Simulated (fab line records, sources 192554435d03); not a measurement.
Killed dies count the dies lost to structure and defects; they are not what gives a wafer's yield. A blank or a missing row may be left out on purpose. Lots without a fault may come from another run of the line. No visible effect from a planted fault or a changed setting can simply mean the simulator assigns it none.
8D (eight disciplines) problem report, filled in by code ; flow n5Finfet ; the parts of the form that need people (team, actions taken, sign-off) are left out

1. WHAT IS WRONG
Mean of cdNm at N5_BEOL_M0_SAQP_CD_MEAS_29: 28.50 nm across 3 wafers in 3 lots; on wafers with no fault it is 14.98 nm (standard deviation 0.22). That is +61 standard deviations from the usual mean.
The step: target cd 14.4 nm.
Earliest sighting: wafer L796.6 on cdSem-01 at day 7 21:49. The record has a number at this step for 25 wafers belonging to 9 lots. By rule, "out" or "out of limits" means more than 4 standard deviations away from the usual mean. Any other wafer with a number is counted as sound.

2. WHAT IT IS AND WHAT IT IS NOT
question;is;is not
which readings at this step;cdNm;-
which lots;L796, L801, L804;L788, L793, L795, L805, L806, L807
which wafers of those lots;L796.6, L801.6, L804.6;L796.1, L796.4, L801.3, L804.3, L804.5
read on which gauges;cdSem-01, cdSem-03;-
when;from day 7 21:49;"up to then (11 sound wafers); but 11 sound wafers of L801, L804, L805, L806, L807 came after"

3. SUSPECTS, AND WHAT RULES EACH OUT
Counting: a tool at a process step up to the reading stays a suspect if it ran every lot that is out. Sound lots after the first of them don't rule it out here, since some wafers of a struck lot are sound.
- the gauge at N5_BEOL_M0_SAQP_CD_MEAS_29 is ruled out. Those wafers that are out were read across 2 gauges (cdSem-01, cdSem-03).
- aldSin-04 at N5_BEOL_M0_SAQP_SPACER2_ALD_26 (deposits SiO2, target thk 15 nm, pulse time 1 s, purge time 2 s): kept. It ran every lot that is out, first L796 (day 7 21:02); its last sound lot up to then is L795 (day 7 10:55).
The count leaves aldSin-04 at N5_BEOL_M0_SAQP_SPACER2_ALD_26.

4. THE CAUSE (what the simulator had put in)
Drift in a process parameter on aldSin-04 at N5_BEOL_M0_SAQP_SPACER2_ALD_26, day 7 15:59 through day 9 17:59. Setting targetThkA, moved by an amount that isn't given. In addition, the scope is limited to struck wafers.
After counting, this tool was the only one left.

5. THE CHAIN OF EFFECTS, in route order
Rows list readings where the struck wafers' mean (over those with a number) sits beyond 3 standard deviations from the usual. Only readings whose record carries a usual standard deviation are examined. hours: median over the lots of the time between each lot's start at the first step of this table that gives one and its start at this step. sigmas: the change, counted in usual standard deviations.
hours;step;reading;usual;on struck wafers;change;sigmas
0;N5_BEOL_M0_SAQP_CD_MEAS_29;cdNm;14.98 nm;28.50;+13.52;+61
155;N5_PASSIVATION_PROBE_49;defectLimitedYield;91.5 %;0.0;-91.5;-57
155;N5_PASSIVATION_PROBE_49;killed_at_M0_to_M3;33;1107;+1074;+99 or more
155;N5_PASSIVATION_PROBE_49;killedDies;101;1180;+1079;+57
155;N5_PASSIVATION_PROBE_49;killedOnRim;13;152;+139;+35
155;N5_PASSIVATION_PROBE_49;sort_bin_5_function;5.0 %;96.5;+91.5;+92
155;N5_PASSIVATION_PROBE_49;sortNPass;1079;0;-1079;-57
155;N5_PASSIVATION_PROBE_49;sortYieldPct;91.5 %;0.0;-91.5;-57
Process steps it contains:
- N5_PASSIVATION_PROBE_49

6. HOW IT WOULD HAVE BEEN CAUGHT EARLIER
The first out-of-limits reading at a measuring or inspecting step in this record came at day 7 21:49, 6 hours after the fault's start at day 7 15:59.
Of the tool readings at N5_BEOL_M0_SAQP_SPACER2_ALD_26 for which the record gives a usual standard deviation, none was out on any struck wafer, so an alarm limit of 4 standard deviations on them would not have fired.
Lots out: 3; of these, L801, L804 started N5_BEOL_M0_SAQP_SPACER2_ALD_26 on aldSin-04 after day 7 21:49. A hold on the tool at that time would have spared those 2.
